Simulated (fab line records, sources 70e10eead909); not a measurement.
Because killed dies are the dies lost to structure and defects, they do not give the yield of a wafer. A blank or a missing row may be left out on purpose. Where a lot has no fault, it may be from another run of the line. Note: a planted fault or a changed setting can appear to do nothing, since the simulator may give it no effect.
The same fault as seen by 3 desks    flow nand harc    what lay behind the numbers comes last; until then each desk has only its own

== DESK OF THE TOOL OWNER: wet bench-09 ==
The tool's own readings at NHARC_P_ZERO_WELL_STRIP_56 (strips in SPM, time 840 s): means of the sampled wafers that have a number, for each lot that ran on this tool. Marked OUT: a lot whose mean sits more than 4 standard deviations from the usual mean, which makes it out of limits; the brackets give that distance.
Columns: A = temp c at NHARC_P_ZERO_WELL_STRIP_56, usual 130.01 C
lot   first seen here  A
L449  day 3 08:53      129.93
L453  day 5 00:59      130.10
This desk's finding: nothing out of limits on any of the 2 lots.

== THE DEFECT DESK ==
Lot by lot, what the route's inspections counted, given as the mean of those sampled wafers with a number. Marked OUT: a lot whose mean sits more than 4 standard deviations from the usual mean, which makes it out of limits; the brackets give that distance.
Columns: A = raw defect count at NHARC_P_ZERO_WELL_INSPECT_43, usual 14; B = raw defect count at NHARC_P_STI_INSPECT_11, usual 5.9
lot   first seen here  A              B
L448  day 2 23:38      17             4.3
L449  day 3 09:59      11             4.3
L453  day 5 02:06      277 (+37) OUT  274.3 (+93) OUT
L456  day 6 07:43      20             6.3
L466  day 10 11:46     10             4.0
This desk's verdict: out of limits on L453, starting with L453 at day 5 02:06 (raw defect count at NHARC_P_ZERO_WELL_INSPECT_43). L448, L449, L456, L466 stayed within limits.

== THE METROLOGY DESK ==
Means of the sampled wafers that have a number, per lot and without regard to the tool the lot ran on: this is what the gauges read. Marked OUT: a lot whose mean sits more than 4 standard deviations from the usual mean, which makes it out of limits; the brackets give that distance.
Columns: A = cd nm at NHARC_P_ZERO_WELL_CD_MEAS_52, usual 2000.1 nm; B = cd nm at NHARC_P_STI_CD_MEAS_09, usual 199.5 nm; C = overlay x nm at NHARC_P_STI_OVL_MEAS_10, usual 0 nm; D = overlay y nm at NHARC_P_STI_OVL_MEAS_10, usual 2 nm
lot   first seen here  A       B      C   D
L448  day 2 21:49      2000.7  201.8  8   0
L449  day 3 07:58      2001.4  199.7  -3  6
L453  day 5 00:10      2000.4  199.3  -2  -2
L456  day 6 05:55      1998.1  200.4  -5  -3
L466  day 10 09:58     2000.9  196.3  -4  -2
This desk's finding: nothing out of limits on any of the 5 lots.

== TAKEN TOGETHER ==
The defect desk could have raised an alarm at day 5 02:06, on L453.
Nothing out of limits was seen by the tool owner's desk.
From the metrology desk's view, nothing was out of limits.
The tool owner's desk has L453 on record, within its limits.
The metrology desk holds a record of L453, inside its limits.
Every lot named ran NHARC_P_ZERO_WELL_STRIP_56 on wet bench-09.

== WHAT HAD BEEN PUT IN BY THE SIMULATOR ==
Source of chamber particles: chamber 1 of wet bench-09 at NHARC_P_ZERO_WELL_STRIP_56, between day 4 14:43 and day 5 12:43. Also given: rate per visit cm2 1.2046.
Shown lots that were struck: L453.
Hours from the fault's start to each desk's first reading out of limits: the defect desk, 11.
